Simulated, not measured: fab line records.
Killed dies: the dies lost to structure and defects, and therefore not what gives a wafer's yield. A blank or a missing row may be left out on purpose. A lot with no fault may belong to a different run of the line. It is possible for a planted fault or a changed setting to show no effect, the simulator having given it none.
Which of the tools did it? -- flow nand_harc -- at 1 step of a route of 1302, 12 lots with 36 wafers sampled

WHAT EACH GAUGE READ, for each wafer
NHARC_A_CHANNEL_HOLE_D2_CD_MEAS_31.
lot,measured,on,cd_nm (nm)
L076,day 14 02:23,cd_sem-02,90.1 90.9 91.9
L077,day 14 14:10,cd_sem-02,92.0 91.5 91.3
L079,day 15 08:45,cd_sem-03,89.2 88.8 87.7
L082,day 16 05:55,cd_sem-01,90.5 90.9 89.8
L083,day 16 20:32,cd_sem-03,90.6 90.8 90.5
L085,day 17 19:33,cd_sem-01,91.2 90.2 89.9
L087,day 19 08:04,cd_sem-02,89.9 90.6 90.9
L088,day 20 01:25,cd_sem-02,90.1 89.0 89.2
L091,day 20 15:22,cd_sem-01,90.2 89.7 88.9
L092,day 21 04:35,cd_sem-01,89.3 90.5 91.1
L095,day 21 20:47,cd_sem-01,89.7 90.4 90.5
L096,day 24 07:19,cd_sem-03,90.1 89.8 89.7

WHICH TOOL RAN EACH LOT (tool, then ch and the chambers of the sampled wafers, then the start)
Record: no process step prior to these readings.

THE ANSWER, worked out from the rows above alone
Rule: the lots themselves supply what counts as usual. The widest of any qualifying gaps counts: lots, ordered by their means at a reading, are off when they make up no more than a third of the lots, leave a main group of 4 or more, and stand apart from it by 3 or more times the standard deviation of that group's means. A main group whose means are all the same, to the digits that the tables above print for the reading, isn't used. A lot without any number at a reading at which 4 lots or more have one is off too. All remaining lots with rows at the step are treated as sound.
No lot is off on any of the readings shown, so nothing can be concluded from this.

WHAT THE SIMULATOR PUT IN
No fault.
